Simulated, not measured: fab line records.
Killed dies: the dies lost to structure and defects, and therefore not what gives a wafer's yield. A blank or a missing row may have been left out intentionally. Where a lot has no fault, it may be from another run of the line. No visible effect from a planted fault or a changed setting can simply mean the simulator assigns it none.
fab line records | flow n5-finfet
record: lots: 7 wafers: 21
route steps=1938 shown BEOL_M3@957 BEOL_M4@1028 BEOL_M5@1141 BEOL_M7@1266 BEOL_M8@1332
start-h: the number of hours between the record's first day and the start of the first shown wafer of the lot | wait-h: time in hours since the lot's previous step | " same as the row above | L1.1+2: a single row standing in for several wafers | - no value, or no start given | * or withheld: withheld | < > ~ a bound
route shown NAME@n: names a module that has steps shown in the file, with the first one's number in the route | usual: mean and standard deviation over wafers with no fault | same: alike in all rows | chamber/n: place in a boat | sites: per-site readings | _std_site: standard deviation across them | _edge_site: inner sites' mean taken away from outer sites' mean | radius-mm: how far each site lies from the wafer's centre | mask NAME#n: copy n | behind: the tool/chamber that last shaped the wafer | hold: the reason the lot was held/the length of the hold in hours/how it ended | device: whichever transistor did not switch (one of n, p or np) | end of line: the tests these same wafers got at the end of their route | a step with no rows: only its recipe | killed: the dies lost at the first sort to structure and to defects; this is not the yield of the wafer | map: a wafer's dies, x killed, . not, _ none there
set.NAME: the run value of the setting; set.NAME@STEP: its run value at that earlier step | model.NAME: the simulator's own value behind a step, which no gauge read
one table per step and one row per wafer, for lots whose settings were changed on purpose
== steps ==
step: N5_BEOL_M3_COAT_67
recipe: resist: SOC temp-c: 250 time-s: 60 spin-rpm: 1500 resist-thk-nm: 60
columns lot.wafer tool chamber start-h wait-h set.spin-rpm model.SOC_of_BEOL_M3_COAT_67.thk-nm
L078.2+6 litho-track-04 0 179.90 0.0 1500 60
L078.5 " 0 " " 1500 60.2
L081.1+5 litho-track-04 0 189.32 0.0 1500 59.8
L081.4 " 0 " " 1352 63
L083.1 litho-track-05 0 193.98 0.0 1362 63.2
L083.2 " 0 " " 1500 60.2
L083.3 " 0 " " 1362 63.4
L088.4 litho-track-05 0 234.03 0.0 1370 62.4
L088.5 " 0 " " 1500 59.8
L088.6 " 0 " " 1500 59.6
L089.2 litho-track-04 0 240.96 0.0 1500 60.2
L089.3 " 0 " " 1579 58.6
L089.5 " 0 " " 1579 58.8
L090.1+4 litho-track-04 0 248.41 0.0 1500 60.2
L090.2 " 0 " " 1500 60
L093.1+6 litho-track-04 0 262.60 0.0 1500 60.4
L093.2 " 0 " " 1550 59.4
step: N5_BEOL_M3_COAT_68
recipe: resist: SiARC temp-c: 220 time-s: 60 spin-rpm: 1500 resist-thk-nm: 12
step: N5_BEOL_M3_COAT_76
recipe: resist: underlayer temp-c: 205 time-s: 60 spin-rpm: 1500 resist-thk-nm: 5
step: N5_BEOL_M3_ALD_98
recipe: material: SiO2 target-thk-a: 25 temp-c: 100 ald-precursor-family: BDEAS ald-co-reactant: O2-plasma pulse-time-s: 1 co-reactant-pulse-time-s: 1 purge-time-s: 2 co-reactant-purge-time-s: 2 ald-cycles: 17 pressure-torr: 2
step: N5_BEOL_M3_ETCHBACK_99
recipe: chemistry: CHF3 target: SiO2 target-depth-a: 50 time-s: 10.4 source-w: 215 bias-w: 47 Ar_flow_sccm: 200 CHF3_flow_sccm: 12 ion-energy-ev: 100 pressure-mtorr: 30
step: N5_BEOL_M3_ETCH_70
recipe: chemistry: N2/H2 target: SOC target-depth-a: 800 overetch-a: 160 mask-material: SiARC temp-c: 40 time-s: 120 ion-energy-ev: 200 pressure-mtorr: 30 source-w: 840 bias-w: 150 n2-flow-sccm: 200 h2-flow-sccm: 200
columns lot.wafer tool chamber start-h wait-h set.spin-rpm@BEOL_M3_COAT_67 model.etch.depth-nm
L078.2 rie-diel-04 2 183.56 0.0 1500 59.94
L078.5 " 0 " " 1500 60.22
L078.6 " 1 " " 1500 60.03
L081.1 rie-diel-04 1 191.18 0.0 1500 59.85
L081.4 " 2 " " 1352 63.06
L081.5 " 1 " " 1500 59.75
L083.1 rie-diel-02 1 195.28 0.0 1362 63.29
L083.2 " 0 " " 1500 60.23
L083.3 " 2 " " 1362 63.33
L088.4 rie-diel-03 2 236.23 0.0 1370 62.32
L088.5 " 1 " " 1500 59.79
L088.6 " 2 " " 1500 59.5
L089.2 rie-diel-02 0 242.17 0.0 1500 60.23
L089.3 " 3 " " 1579 58.67
L089.5 " 2 " " 1579 58.75
L090.1 rie-diel-04 0 250.14 0.0 1500 60.18
L090.2 " 2 " " 1500 59.98
L090.4 " 1 " " 1500 60.11
L093.1 rie-diel-03 1 275.07 0.0 1500 60.36
L093.2 " 3 " " 1550 59.31
L093.6 " 3 " " 1500 60.3
step: N5_BEOL_M4_COAT_05
recipe: resist: CAR-EUV spin-rpm: 1500 resist-thk-nm: 30
columns lot.wafer tool chamber start-h wait-h set.spin-rpm model.CAR-EUV_of_BEOL_M4_COAT_05.thk-nm
L078.2+5+6 litho-track-02 0 - - 1500 30
L081.1+4+5 litho-track-02 0 - - 1500 30
L083.1 litho-track-02 0 - - 1349 31.6
L083.2 " 0 " " 1500 29.8
L083.3 " 0 " " 1500 30
L088.4 litho-track-02 0 - - 1500 29.8
L088.5+6 " 0 " " 1605 29
L089.2+5 litho-track-02 0 - - 1500 30
L089.3 " 0 " " 1429 30.8
L090.1 litho-track-01 0 - - 1500 30
L090.2+4 " 0 " " 1500 30.2
L093.1+2 litho-track-01 0 - - 1500 29.8
L093.6 " 0 " " 1500 30
step: N5_BEOL_M4_EBR_07
recipe: solvent: PGMEA ebr-width-mm: 1.5
step: N5_BEOL_M4_SOFTBAKE_06
recipe: temp-c: 110 time-s: 60 resist: CAR-EUV
step: N5_BEOL_M4_EXPOSE_08
recipe: mask-id: M4 na: 0.33 source-shape: dipole sigma-inner: 0.369 sigma-outer: 0.767 polarization: unpolarized dose-mj: 41.25
step: N5_BEOL_M4_PEB_09
recipe: peb-temp-c: 100 peb-time-s: 60 resist: CAR-EUV
step: N5_BEOL_M4_DEVELOP_10
recipe: develop-time-s: 30 developer: TMAH resist: CAR-EUV rinse-liquid: surfactant-rinse dry: air-spin dev-temp-c: 23
columns lot.wafer tool chamber start-h wait-h set.spin-rpm@BEOL_M4_COAT_05 model.CAR-EUV_of_BEOL_M4_COAT_05.thk-nm
L078.2+5+6 litho-track-02 0 - - 1500 29.6
L081.1+4 litho-track-01 0 - - 1500 29.6
L081.5 " 0 " " 1500 29.4
L083.1 litho-track-03 0 - - 1349 31.2
L083.2+3 " 0 " " 1500 29.4
L088.4 litho-track-02 0 - - 1500 29.4
L088.5+6 " 0 " " 1605 28.4
L089.2+5 litho-track-02 0 - - 1500 29.6
L089.3 " 0 " " 1429 30.4
L090.1+2 litho-track-03 0 - - 1500 29.6
L090.4 " 0 " " 1500 29.8
L093.1+2 litho-track-01 0 - - 1500 29.4
L093.6 " 0 " " 1500 29.6
step: N5_BEOL_M4_DESCUM_16
recipe: chemistry: O2 time-s: 7 source-power-w: 50 bias-power-w: 20 pressure-mtorr: 20 rf-frequency-hz: 2.712e+07 temp-c: 40 resist: CAR-EUV o2-flow-sccm: 225
step: N5_BEOL_M4_ETCH_74
recipe: chemistry: N2/H2 target: underlayer target-depth-a: 65 mask-material: CAR-EUV time-s: 5.2 ion-energy-ev: 200 pressure-mtorr: 30 source-w: 840 bias-w: 150 n2-flow-sccm: 200 h2-flow-sccm: 200 ends: cleared
step: N5_BEOL_M4_ETCH_63
recipe: chemistry: CF4 target: SiARC target-depth-a: 156 mask-material: CAR-EUV time-s: 26 ion-energy-ev: 80 pressure-mtorr: 40 source-w: 545 bias-w: 36 Ar_flow_sccm: 100 cf4-flow-sccm: 100 ends: cleared
columns lot.wafer tool chamber start-h wait-h set.spin-rpm@BEOL_M4_COAT_05 model.CAR-EUV_of_BEOL_M4_COAT_05.thk-nm
L078.2 rie-diel-01 3 189.95 0.0 1500 11
L078.5+6 " 2,3 " " 1500 11.2
L081.1+4 rie-diel-01 3,0 197.06 0.0 1500 11.2
L081.5 " 3 " " 1500 11
L083.1 rie-diel-05 3 201.13 0.0 1349 12.8
L083.2 " 2 " " 1500 11.2
L083.3 " 1 " " 1500 11
L088.4 rie-diel-05 0 242.69 0.0 1500 11
L088.5+6 " 0,1 " " 1605 10
L089.2+5 rie-diel-06 3,1 247.90 0.0 1500 11.2
L089.3 " 1 " " 1429 11.8
L090.1+2+4 rie-diel-01 1,0,1 255.51 0.0 1500 11.2
L093.1+2 rie-diel-06 1,2 280.51 0.0 1500 11
L093.6 " 0 " " 1500 11.2
step: N5_BEOL_M5_COAT_74
recipe: resist: underlayer temp-c: 205 time-s: 60 spin-rpm: 1500 resist-thk-nm: 5
columns lot.wafer tool chamber start-h wait-h set.spin-rpm
L078.2+5+6 litho-track-05 0 - - 1500
L081.1+5 litho-track-05 0 - - 1500
L081.4 " 0 " " 1644
L083.1+2 litho-track-03 0 - - 1563
L083.3 " 0 " " 1500
L088.4+5 litho-track-03 0 - - 1500
L088.6 " 0 " " 1560
L089.2 litho-track-05 0 - - 1500
L089.3+5 " 0 " " 1385
L090.1+2+4 litho-track-05 0 - - 1500
L093.1+2+6 litho-track-04 0 - - 1500
step: N5_BEOL_M5_EXPOSE_25
recipe: mask-id: V4 na: 0.33 source-shape: quasar sigma-inner: 0.2 sigma-outer: 0.6 polarization: unpolarized defocus-nm: 10 dose-mj: 52.75
columns lot.wafer tool chamber start-h wait-h mask set.dose-mj
L078.2+5+6 euv-scanner-01 0 210.78 - V4#0 52.75
L081.1 euv-scanner-01 0 216.37 - V4#0 52.75
L081.4+5 " 0 " " V4#0 51.69
L083.1+2+3 euv-scanner-02 0 225.69 - V4#0 52.75
L088.4+5 euv-scanner-01 0 261.06 - V4#0 52.75
L088.6 " 0 " " V4#0 55.47
L089.2+3 euv-scanner-01 0 261.10 - V4#0 52.75
L089.5 " 0 " " V4#0 55.62
L090.1+2 euv-scanner-02 0 270.02 - V4#0 54.17
L090.4 " 0 " " V4#0 52.75
L093.1 euv-scanner-02 0 293.42 - V4#0 51.5
L093.2+6 " 0 " " V4#0 52.75
step: N5_BEOL_M5_PEB_26
recipe: peb-temp-c: 100 peb-time-s: 60 resist: CAR-EUV
step: N5_BEOL_M5_DEVELOP_27
recipe: develop-time-s: 30 developer: TMAH resist: CAR-EUV rinse-liquid: surfactant-rinse dry: air-spin dev-temp-c: 23
step: N5_BEOL_M5_DESCUM_33
recipe: chemistry: O2 time-s: 7 source-power-w: 50 bias-power-w: 20 pressure-mtorr: 20 rf-frequency-hz: 2.712e+07 temp-c: 40 resist: CAR-EUV o2-flow-sccm: 225
step: N5_BEOL_M5_ETCH_75
recipe: chemistry: N2/H2 target: underlayer target-depth-a: 65 mask-material: CAR-EUV time-s: 5.2 ion-energy-ev: 200 pressure-mtorr: 30 source-w: 840 bias-w: 150 n2-flow-sccm: 200 h2-flow-sccm: 200 ends: cleared
columns lot.wafer tool chamber start-h wait-h set.spin-rpm@BEOL_M5_COAT_74 model.etch.depth-nm
L078.2 rie-diel-04 0 211.12 0.0 1500 4.987
L078.5 " 1 " " 1500 4.996
L078.6 " 0 " " 1500 4.994
L081.1 rie-diel-02 0 216.96 0.0 1500 5.022
L081.4 " 2 " " 1644 4.783
L081.5 " 1 " " 1500 5.018
L083.1 rie-diel-02 1 225.99 0.0 1563 4.892
L083.2 " 2 " " 1563 4.893
L083.3 " 3 " " 1500 5.009
L088.4 rie-diel-02 2 261.67 0.0 1500 5.01
L088.5 " 2 " " 1500 5
L088.6 " 1 " " 1560 4.903
L089.2 rie-diel-03 1 261.79 0.0 1500 5.013
L089.3 " 0 " " 1385 5.205
L089.5 " 0 " " 1385 5.21
L090.1 rie-diel-04 3 270.32 0.0 1500 5.023
L090.2 " 0 " " 1500 5.03
L090.4 " 1 " " 1500 5.021
L093.1 rie-diel-04 3 294.00 0.0 1500 4.985
L093.2 " 2 " " 1500 5.003
L093.6 " 3 " " 1500 4.994
step: N5_BEOL_M5_ETCH_67
recipe: chemistry: CF4 target: SiARC target-depth-a: 156 mask-material: CAR-EUV time-s: 26 ion-energy-ev: 80 pressure-mtorr: 40 source-w: 545 bias-w: 36 Ar_flow_sccm: 100 cf4-flow-sccm: 100 ends: cleared
columns lot.wafer tool chamber start-h wait-h set.dose-mj@BEOL_M5_EXPOSE_25 model.BEOL_M5.cd-nm
L078.2+5 rie-diel-04 0,1 211.14 0.0 52.75 28.4
L078.6 " 0 " " 52.75 28.6
L081.1 rie-diel-02 0 216.98 0.0 52.75 27.8
L081.4 " 2 " " 51.69 27.2
L081.5 " 1 " " 51.69 27.6
L083.1+3 rie-diel-02 1,3 226.01 0.0 52.75 28.2
L083.2 " 2 " " 52.75 28
L088.4 rie-diel-02 2 261.69 0.0 52.75 28.4
L088.5 " 2 " " 52.75 28
L088.6 " 1 " " 55.47 29.2
L089.2 rie-diel-03 1 261.80 0.0 52.75 28.2
L089.3 " 0 " " 52.75 27.8
L089.5 " 0 " " 55.62 30
L090.1 rie-diel-04 3 270.34 0.0 54.17 28.6
L090.2 " 0 " " 54.17 29.4
L090.4 " 1 " " 52.75 27.6
L093.1 rie-diel-04 3 294.02 0.0 51.5 26.6
L093.2 " 2 " " 52.75 28
L093.6 " 3 " " 52.75 27.8
step: N5_BEOL_M5_ETCH_68
recipe: chemistry: N2/H2 target: SOC target-depth-a: 800 overetch-a: 160 mask-material: SiARC temp-c: 40 time-s: 120 ion-energy-ev: 200 pressure-mtorr: 30 source-w: 840 bias-w: 150 n2-flow-sccm: 200 h2-flow-sccm: 200
columns lot.wafer tool chamber start-h wait-h set.dose-mj@BEOL_M5_EXPOSE_25 model.BEOL_M5.cd-nm
L078.2 rie-diel-04 0 211.16 0.0 52.75 28.2
L078.5 " 1 " " 52.75 28.4
L078.6 " 0 " " 52.75 28.6
L081.1 rie-diel-02 0 217.01 0.0 52.75 27.6
L081.4 " 2 " " 51.69 27.2
L081.5 " 1 " " 51.69 27.6
L083.1+2 rie-diel-02 1,2 226.03 0.0 52.75 28.2
L083.3 " 3 " " 52.75 28.6
L088.4 rie-diel-02 2 261.72 0.0 52.75 28.4
L088.5 " 2 " " 52.75 28.2
L088.6 " 1 " " 55.47 29
L089.2 rie-diel-03 1 261.83 0.0 52.75 28
L089.3 " 0 " " 52.75 27.8
L089.5 " 0 " " 55.62 29.8
L090.1 rie-diel-04 3 270.36 0.0 54.17 28.4
L090.2 " 0 " " 54.17 29
L090.4 " 1 " " 52.75 27.6
L093.1 rie-diel-04 3 294.04 0.0 51.5 26.8
L093.2+6 " 2,3 " " 52.75 28
step: N5_BEOL_M7_PECVD_70
recipe: material: SiO2 target-thk-a: 200 temp-c: 400 precursor: TEOS/O2 pressure-torr: 5.5 rf-w: 450 teos-flow-sccm: 53.8 gas: O2 flow-sccm: 3000 time-s: 22.7
columns lot.wafer tool chamber start-h wait-h set.temp-c model.SiO2_of_BEOL_M7_PECVD_70.thk-nm
L078.2 pecvd-03 1 228.35 0.0 400 20
L078.5 " 0 " " 400 20.6
L078.6 " 2 " " 400 20.2
L081.1 pecvd-01 2 234.83 0.0 400 19.8
L081.4 " 0 " " 400 20
L081.5 " 2 " " 400 20.2
L083.1 pecvd-02 2 243.42 0.0 407.4 18.8
L083.2 " 1 " " 400 19.2
L083.3 " 0 " " 407.4 18.6
L088.4+6 pecvd-02 0,1 277.80 0.1 400 20
L088.5 " 2 " " 393.3 21
L089.2 pecvd-03 2 278.05 0.0 400 19.8
L089.3 " 1 " " 413.7 17.8
L089.5 " 0 " " 400 20.2
L090.1 pecvd-02 1 286.39 0.0 400 19.6
L090.2+4 " 2 " " 407.8 18.6
L093.1 pecvd-02 1 307.69 0.0 400 19.6
L093.2 " 0 " " 400 19.2
L093.6 " 1 " " 400 19.8
step: N5_BEOL_M7_HM_DEP_02
recipe: material: TiN target-thk-a: 200 temp-c: 25 chamber-pressure-pa: 0.49996
step: N5_BEOL_M7_COAT_59
recipe: resist: SOC temp-c: 250 time-s: 60 spin-rpm: 1500 resist-thk-nm: 100
step: N5_BEOL_M7_STRIP_80
recipe: chemistry: N2/H2 time-s: 10 power-w: 450 temp-c: 40 pressure-mtorr: 20 rf-frequency-hz: 6e+07 bias-power-w: 7 n2-flow-sccm: 200 h2-flow-sccm: 200
step: N5_BEOL_M7_HM_STRIP_39
recipe: chemistry: peroxide-tin-strip material: TiN target-depth-a: 250 temp-c: 50 time-s: 158
columns lot.wafer tool chamber start-h wait-h set.temp-c@BEOL_M7_PECVD_70 model.SiO2_of_BEOL_M7_PECVD_70.thk-nm
L078.2+6 wet-bench-05 0,1 232.72 0.0 400 20
L078.5 " 2 " " 400 20.4
L081.1 wet-bench-03 0 240.99 0.0 400 19.6
L081.4 " 6 " " 400 19.8
L081.5 " 2 " " 400 20
L083.1 wet-bench-02 6 245.82 0.0 407.4 18.6
L083.2 " 0 " " 400 19.2
L083.3 " 7 " " 407.4 18.4
L088.4+6 wet-bench-02 7,5 280.93 0.0 400 19.8
L088.5 " 6 " " 393.3 20.8
L089.2 wet-bench-03 7 283.86 0.0 400 19.8
L089.3 " 0 " " 413.7 17.6
L089.5 " 1 " " 400 20
L090.1 wet-bench-05 0 291.52 0.0 400 19.4
L090.2 " 5 " " 407.8 18.4
L090.4 " 2 " " 407.8 18.6
L093.1 wet-bench-02 4 314.44 0.0 400 19.4
L093.2 " 0 " " 400 19
L093.6 " 3 " " 400 19.6
step: N5_BEOL_M8_ILD_DEP_00
recipe: material: SiCOH_lowk target-thk-a: 1797.5 temp-c: 300 precursor: DEMS/porogen pressure-torr: 5 rf-w: 500 time-s: 33.4
columns lot.wafer tool chamber start-h wait-h set.time-s model.SiCOH_lowk_of_BEOL_M8_ILD_DEP_00.thk-nm
L078.2 pecvd-04 2 235.05 0.0 33.4 174.8
L078.5 " 0 " " 33.4 179
L078.6 " 2 " " 33.4 177.8
L081.1 pecvd-02 0 244.05 0.0 33.4 177.6
L081.4 " 0 " " 31.65 171.2
L081.5 " 1 " " 31.65 170
L083.1 pecvd-01 0 248.16 0.0 36.09 196.4
L083.2 " 1 " " 33.4 180.2
L083.3 " 2 " " 33.4 181.6
L088.4 pecvd-02 1 285.03 0.1 33.4 181.6
L088.5 " 2 " " 33.4 179.8
L088.6 " 0 " " 33.4 179.4
L089.2 pecvd-02 1 287.05 0.0 31.29 165.4
L089.3 " 0 " " 33.4 174.6
L089.5 " 1 " " 33.4 179.2
L090.1 pecvd-04 1 295.08 0.0 35.65 190
L090.2 " 2 " " 33.4 176.4
L090.4 " 1 " " 35.65 191.8
L093.1 pecvd-02 0 317.02 0.0 32.05 170.4
L093.2 " 2 " " 33.4 179.2
L093.6 " 2 " " 32.05 175.6
step: N5_BEOL_M8_CURE_74
recipe: temp-c: 385 time-s: 240 ambient: He/Ar material: SiCOH_lowk
columns lot.wafer tool chamber start-h wait-h set.time-s@BEOL_M8_ILD_DEP_00 model.SiCOH_lowk_of_BEOL_M8_ILD_DEP_00.thk-nm
L078.2 uv-cure-02 0 235.19 0.1 33.4 150.8
L078.5 " 0 " " 33.4 154.4
L078.6 " 0 " " 33.4 153.2
L081.1 uv-cure-02 0 244.11 0.0 33.4 153
L081.4 " 0 " " 31.65 147.6
L081.5 " 0 " " 31.65 146.6
L083.1 uv-cure-01 1 248.22 0.0 36.09 169.6
L083.2 " 1 " " 33.4 155.4
L083.3 " 1 " " 33.4 156.6
L088.4 uv-cure-01 2 285.31 0.3 33.4 156.6
L088.5 " 2 " " 33.4 155
L088.6 " 2 " " 33.4 154.6
L089.2 uv-cure-01 1 287.20 0.1 31.29 142.6
L089.3 " 1 " " 33.4 150.6
L089.5 " 1 " " 33.4 154.6
L090.1 uv-cure-02 0 295.15 0.0 35.65 163.8
L090.2 " 0 " " 33.4 152.2
L090.4 " 0 " " 35.65 165.6
L093.1 uv-cure-01 2 317.08 0.0 32.05 146.8
L093.2 " 2 " " 33.4 154.6
L093.6 " 2 " " 32.05 151.4
step: N5_BEOL_M8_THK_MEAS_01
recipe: reads: SiCOH_lowk_of_BEOL_M8_ILD_DEP_00
usual: M8_ILD_THK: 154.4/2
columns lot.wafer tool chamber start-h wait-h set.time-s@BEOL_M8_ILD_DEP_00 M8_ILD_THK[nm]
L078.2 film-metro-01 - 235.62 0.4 33.4 150.7
L078.5 " - " " 33.4 154.2
L078.6 " - " " 33.4 153.3
L081.1 film-metro-01 - 244.63 0.4 33.4 153.1
L081.4 " - " " 31.65 147.4
L081.5 " - " " 31.65 146.5
L083.1 film-metro-01 - 248.73 0.4 36.09 169.4
L083.2 " - " " 33.4 155.5
L083.3 " - " " 33.4 156.6
L088.4 film-metro-01 - 285.58 0.2 33.4 156.5
L088.5 " - " " 33.4 154.9
L088.6 " - " " 33.4 154.6
L089.2 film-metro-02 - 287.63 0.4 31.29 142.6
L089.3 " - " " 33.4 150.6
L089.5 " - " " 33.4 154.4
L090.1 film-metro-01 - 295.66 0.4 35.65 163.9
L090.2 " - " " 33.4 152.2
L090.4 " - " " 35.65 165.5
L093.1 film-metro-01 - 317.59 0.4 32.05 146.7
L093.2 " - " " 33.4 154.7
L093.6 " - " " 32.05 151.4
== key ==
split: step: N5_BEOL_M3_COAT_67 setting: spin-rpm stated: 1500 by: wafer
response: step: N5_BEOL_M3_COAT_67 reading: model.SOC_of_BEOL_M3_COAT_67.thk-nm change: -0.32 per: 1% r: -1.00
response: step: N5_BEOL_M3_ETCH_70 reading: model.etch.depth-nm change: -0.322 per: 1% r: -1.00
split: step: N5_BEOL_M4_COAT_05 setting: spin-rpm stated: 1500 by: wafer
response: step: N5_BEOL_M4_COAT_05 reading: model.CAR-EUV_of_BEOL_M4_COAT_05.thk-nm change: -0.153 per: 1% r: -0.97
response: step: N5_BEOL_M4_DEVELOP_10 reading: model.CAR-EUV_of_BEOL_M4_COAT_05.thk-nm change: -0.167 per: 1% r: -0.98
response: step: N5_BEOL_M4_ETCH_63 reading: model.CAR-EUV_of_BEOL_M4_COAT_05.thk-nm change: -0.156 per: 1% r: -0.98
split: step: N5_BEOL_M5_COAT_74 setting: spin-rpm stated: 1500 by: wafer
response: step: N5_BEOL_M5_ETCH_75 reading: model.etch.depth-nm change: -0.0253 per: 1% r: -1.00
split: step: N5_BEOL_M5_EXPOSE_25 setting: dose-mj stated: 52.75 by: wafer
response: step: N5_BEOL_M5_ETCH_67 reading: model.BEOL_M5.cd-nm change: +0.324 per: 1% r: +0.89
response: step: N5_BEOL_M5_ETCH_68 reading: model.BEOL_M5.cd-nm change: +0.276 per: 1% r: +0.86
split: step: N5_BEOL_M7_PECVD_70 setting: temp-c stated: 400 by: wafer
response: step: N5_BEOL_M7_PECVD_70 reading: model.SiO2_of_BEOL_M7_PECVD_70.thk-nm change: -0.555 per: 1% r: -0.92
response: step: N5_BEOL_M7_HM_STRIP_39 reading: model.SiO2_of_BEOL_M7_PECVD_70.thk-nm change: -0.579 per: 1% r: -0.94
split: step: N5_BEOL_M8_ILD_DEP_00 setting: time-s stated: 33.4 by: wafer
response: step: N5_BEOL_M8_ILD_DEP_00 reading: model.SiCOH_lowk_of_BEOL_M8_ILD_DEP_00.thk-nm change: +1.84 per: 1% r: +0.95
response: step: N5_BEOL_M8_CURE_74 reading: model.SiCOH_lowk_of_BEOL_M8_ILD_DEP_00.thk-nm change: +1.6 per: 1% r: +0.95
response: step: N5_BEOL_M8_THK_MEAS_01 reading: M8_ILD_THK change: +1.59 per: 1% r: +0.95
